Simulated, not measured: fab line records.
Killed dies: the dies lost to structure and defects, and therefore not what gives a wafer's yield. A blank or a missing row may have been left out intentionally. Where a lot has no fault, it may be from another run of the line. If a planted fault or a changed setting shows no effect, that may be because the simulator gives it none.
What tool caused it? + flow n5-finfet + 10 lots with 30 wafers sampled at 6 steps, on a route of 1938 steps

== WHAT THE GAUGES SHOWED, per wafer ==
N5_BEOL_M4_RC_MEAS_101.
| lot  | measured     | on        | DIBL_N (mV/V)  |
|------|--------------|-----------|----------------|
| L198 | day 8 18:44  | prober-01 | 35.9 35.3 34.9 |
| L200 | day 9 18:23  | prober-02 | 36.5 35.0 36.1 |
| L211 | day 12 07:56 | prober-01 | 33.9 34.1 33.2 |
| L213 | day 12 12:38 | prober-02 | 33.7 37.4 35.2 |
| L214 | day 13 14:47 | prober-01 | 36.5 36.6 36.1 |
| L215 | day 13 14:14 | prober-02 | 34.5 33.8 35.7 |
| L216 | day 13 17:34 | prober-01 | 36.5 35.8 36.4 |
| L217 | day 13 17:28 | prober-02 | 36.1 36.2 35.4 |
| L218 | day 14 01:35 | prober-02 | 35.1 35.0 35.1 |
| L220 | day 14 22:47 | prober-02 | 35.3 35.2 35.9 |

== WHAT TOOL EACH LOT RAN ON (gives the tool, then ch and the chambers of the sampled wafers, and finally the start) ==
| lot  | N5_BEOL_M1_SPUTTER_86        | N5_BEOL_M1_SPUTTER_92        | N5_BEOL_M1_SPUTTER_94        | N5_BEOL_M1_ECD_50              | N5_BEOL_M1_CMP_52             |
|------|------------------------------|------------------------------|------------------------------|--------------------------------|-------------------------------|
| L198 | pvd-sputter-01, day 6 17:04  | pvd-sputter-01, day 6 17:43  | pvd-sputter-01, day 6 17:56  | ecd-cu-02 ch 0,1, day 6 18:17  | cmp-03 ch 0,2, day 6 18:39    |
| L200 | pvd-sputter-03, day 7 01:56  | pvd-sputter-03, day 7 02:36  | pvd-sputter-03, day 7 02:49  | ecd-cu-02 ch 0,1, day 7 03:10  | cmp-04 ch 0,1,3, day 7 03:46  |
| L211 | pvd-sputter-02, day 9 20:21  | pvd-sputter-02, day 9 21:01  | pvd-sputter-02, day 9 21:14  | ecd-cu-01 ch 0,1, day 9 21:34  | cmp-02 ch 1,2,3, day 9 22:01  |
| L213 | pvd-sputter-03, day 10 07:47 | pvd-sputter-03, day 10 08:26 | pvd-sputter-03, day 10 08:40 | ecd-cu-01 ch 0,1, day 10 09:00 | cmp-04 ch 0,1,2, day 10 09:27 |
| L214 | pvd-sputter-02, day 10 15:05 | pvd-sputter-02, day 10 15:45 | pvd-sputter-02, day 10 15:58 | ecd-cu-02 ch 0,1, day 10 16:19 | cmp-03 ch 0,1,2, day 10 16:43 |
| L215 | pvd-sputter-02, day 10 16:56 | pvd-sputter-02, day 10 17:35 | pvd-sputter-02, day 10 17:49 | ecd-cu-02 ch 0,1, day 10 18:09 | cmp-03 ch 1,3, day 10 18:38   |
| L216 | pvd-sputter-02, day 11 00:39 | pvd-sputter-02, day 11 01:19 | pvd-sputter-02, day 11 01:32 | ecd-cu-02 ch 0,1, day 11 01:53 | cmp-03 ch 2,3, day 11 02:14   |
| L217 | pvd-sputter-02, day 11 03:34 | pvd-sputter-02, day 11 04:14 | pvd-sputter-02, day 11 04:27 | ecd-cu-01 ch 0,1, day 11 04:47 | cmp-04 ch 1,2,3, day 11 05:10 |
| L218 | pvd-sputter-01, day 11 13:13 | pvd-sputter-01, day 11 13:52 | pvd-sputter-01, day 11 14:05 | ecd-cu-01 ch 0,1, day 11 14:26 | cmp-04 ch 1,2, day 11 14:52   |
| L220 | pvd-sputter-02, day 11 22:20 | pvd-sputter-02, day 11 22:59 | pvd-sputter-02, day 11 23:13 | ecd-cu-01 ch 1, day 11 23:33   | cmp-02 ch 2,3, day 11 23:56   |
- N5_BEOL_M1_SPUTTER_86: material Cu, target thk 4.5 nm, time 8.29 s.
- N5_BEOL_M1_SPUTTER_92: material Cu, target thk 4.5 nm, time 8.29 s.
- N5_BEOL_M1_SPUTTER_94: material Cu, target thk 4.5 nm, time 8.29 s.
- N5_BEOL_M1_ECD_50: material Cu, target thk 300 nm.
- N5_BEOL_M1_CMP_52: polishes, stops on SiOC, t overpolish 6.8 s, target thk 40 nm.

== THE ANSWER, worked out from the rows above alone ==
Rule: the usual values come from the lots themselves. Put in order of their means at a reading, lots are off if they are a third of the lots or fewer, leave a main group of 4 or more, and stand apart from it by a gap of 3 or more times the standard deviation of the main group's means; of several such gaps the widest counts. A main group is skipped when, at the precision printed for the reading in the tables above, its means are all equal. Also off: a lot with no number at a reading for which 4 or more lots have one. Where the step has rows for the other lots, those lots are counted as sound.
None of the lots is off at any reading shown; this tells nothing.

== WHAT HAD BEEN PUT IN BY THE SIMULATOR ==
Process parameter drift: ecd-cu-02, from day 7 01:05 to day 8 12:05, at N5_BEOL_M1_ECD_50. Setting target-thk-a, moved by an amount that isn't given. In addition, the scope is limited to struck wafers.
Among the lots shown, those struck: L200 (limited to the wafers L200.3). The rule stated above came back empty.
